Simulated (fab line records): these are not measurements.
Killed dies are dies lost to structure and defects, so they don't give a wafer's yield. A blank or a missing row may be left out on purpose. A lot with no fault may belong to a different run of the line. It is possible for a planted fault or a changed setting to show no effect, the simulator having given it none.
Struck lot and sound lot, side by side || flow n5_finfet || 16 steps out of a route of 1938
Sound: wafers L863.1, L863.4, L863.6. Struck: wafer L879.3 (L879.2, L879.4, from the same lot, were not struck and are left out); the cause is given at the end.
At each step with rows: each side's tool, then ch and its chambers, then its first start. Under that, the readings that differ: sound wafers || struck wafers || difference of the means || sigmas: that difference in standard deviations of wafers without a fault.
alike: same words and numbers on both sides, and readings whose means sit less than 2 such deviations apart. not compared: any withheld reading, any reading some wafer has no value for, any bound like >300 that may hide the same value, and any number with overlapping values for which the record gives no deviation.
The two part at a step that has a row with sigmas, a row that says differs or no value, or rows on one side only. When numbers do not overlap yet have no deviation, they are printed without sigmas and do not part them. A reading that every wafer of one side lacks parts them only if that side has two wafers or more.

first, 8 steps without rows for these wafers: N5_BEOL_M0_SAQP_COAT_81 (time 60 s, resist thk 100 nm); N5_BEOL_M0_SAQP_COAT_82 (time 60 s, resist thk 30 nm); N5_BEOL_M0_SAQP_COAT_08 (resist thk 90 nm); N5_BEOL_M0_SAQP_EBR_10; N5_BEOL_M0_SAQP_SOFTBAKE_09 (time 60 s); N5_BEOL_M0_SAQP_EXPOSE_11 (exposes mask M0 CORE, target cd 42 nm); N5_BEOL_M0_SAQP_PEB_12 (peb time 60 s); N5_BEOL_M0_SAQP_DEVELOP_13 (develop time 30 s).
N5_BEOL_M0_SAQP_CD_MEAS_14: target cd 42.5 nm.
  sound on cd_sem-02 ch 0, day 6 10:58; struck on cd_sem-02 ch 0, day 10 13:40
{"reading": "cd_nm (nm)", "sound": "42.1 41.8 42.1", "struck": 42.7, "difference": "+0.7", "sigmas": "+2"}
N5_BEOL_M0_SAQP_OVL_MEAS_15:
  sound on overlay-02 ch 0, day 6 10:59; struck on overlay-02 ch 0, day 10 13:41
  alike: M0_CORE_OVL
N5_BEOL_M0_SAQP_INSPECT_16: inspects for defects (brightfield).
  struck on defect_inspect-01, day 10 13:43; sound on defect_inspect-02, day 6 11:01
  alike: raw_defect_count
N5_BEOL_M0_SAQP_DESCUM_19: chemistry O2, time 7.9 s.
  sound on rie_diel-04 ch 2,3, day 6 11:03; struck on rie_diel-04 ch 0, day 10 13:44
  alike: drypump_motor_current_A, oes_product_au, rf_fwd_power_W, rf_vpp_V, showerhead_plenum_p_Torr, throttle_valve_pct
  not compared: rf_hours_counter_h
N5_BEOL_M0_SAQP_ETCH_83: etches SiARC in CF4, target depth 39 nm, time 65 s.
  sound on rie_diel-04 ch 2,3, day 6 11:05; struck on rie_diel-04 ch 0, day 10 13:47
{"reading": "etch_rf_on_time_s (s)", "sound": "62.7 62.9 63.2", "struck": 44.6, "difference": -18.3, "sigmas": -12}
{"reading": "oes_product_au (a.u.)", "sound": "0.81 0.81 0.73", "struck": 0.97, "difference": "+0.19", "sigmas": "+3"}
{"reading": "rf_fwd_power_W (W)", "sound": "537.6 539.6 537.2", "struck": 529.9, "difference": -8.2, "sigmas": -4}
  alike: bias_w, drypump_motor_current_A, rf_vpp_V, showerhead_plenum_p_Torr, throttle_valve_pct
  not compared: rf_hours_counter_h
N5_BEOL_M0_SAQP_ETCH_84: etches SOC in N2/H2, target depth 100 nm, overetch 20 nm, time 150 s.
  sound on rie_diel-04 ch 2,3, day 6 11:08; struck on rie_diel-04 ch 0, day 10 13:50
{"reading": "bias_w (W)", "sound": "149.1 149.5 149.8", "struck": 150.5, "difference": "+1.0", "sigmas": "+2"}
  alike: drypump_motor_current_A, oes_product_au, rf_fwd_power_W, rf_vpp_V, showerhead_plenum_p_Torr, throttle_valve_pct
  not compared: rf_hours_counter_h
-- record jumps: 3 days separate the struck wafers' starts on either side; left off in module BEOL_M0_SAQP, taken up again in module BEOL_M4, whose first shown step is the route's number 1111 --
N5_BEOL_M4_RC_MEAS_101:
  sound on prober-01 ch 0, day 8 22:31; struck on prober-01 ch 0, day 13 05:08
{"reading": "DIBL_N (mV/V)", "sound": "35.2 36.2 36.1", "struck": 41.6, "difference": "+5.8", "sigmas": "+3"}
{"reading": "DIBL_P (mV/V)", "sound": "35.1 35.9 35.7", "struck": 43.4, "difference": "+7.8", "sigmas": "+3"}
{"reading": "IOFF_N (nA/um)", "sound": "0.14 0.16 0.15", "struck": 0.33, "difference": "+0.18", "sigmas": "+4"}
{"reading": "IOFF_P (nA/um)", "sound": "0.23 0.23 0.23", "struck": 0.37, "difference": "+0.14", "sigmas": "+3"}
{"reading": "ION_N (uA/um)", "sound": "674 667 671", "struck": 704, "difference": "+33", "sigmas": "+3"}
{"reading": "SS_N (mV/dec)", "sound": "71.3 71.5 72.1", "struck": 73.3, "difference": "+1.7", "sigmas": "+2"}
{"reading": "SS_P (mV/dec)", "sound": "73.0 73.4 73.4", "struck": 75.0, "difference": "+1.7", "sigmas": "+2"}
{"reading": "VT_N (mV)", "sound": "250 251 251", "struck": 240, "difference": -11, "sigmas": -3}
  alike: ION_P, VT_P
-- here the record skips 4 days between the struck wafers' starts before and after, leaving off in module BEOL_M4 and picking up in module PASSIVATION (first step shown: number 1936 of the route) --
N5_PASSIVATION_PROBE_49:
  struck on prober-01, day 17 13:22; sound on prober-02, day 12 23:58
{"reading": "sort_bin_4_leakage (%)", "sound": "0 0 0", "struck": 1.27, "difference": "+1.27", "sigmas": "+8"}
  alike: defect_limited_yield, killed_at_M0_to_M3, killed_at_M4_up, killed_at_contacts, killed_at_front_end, killed_at_other, killed_dies, killed_open, killed_short, sort_bin_5_function, sort_bin_6_memory, sort_n_pass, sort_yield_pct

## WHERE THEY PART
First at N5_BEOL_M0_SAQP_CD_MEAS_14; last, within this record, at N5_PASSIVATION_PROBE_49.

WHY: the cause the simulator had injected
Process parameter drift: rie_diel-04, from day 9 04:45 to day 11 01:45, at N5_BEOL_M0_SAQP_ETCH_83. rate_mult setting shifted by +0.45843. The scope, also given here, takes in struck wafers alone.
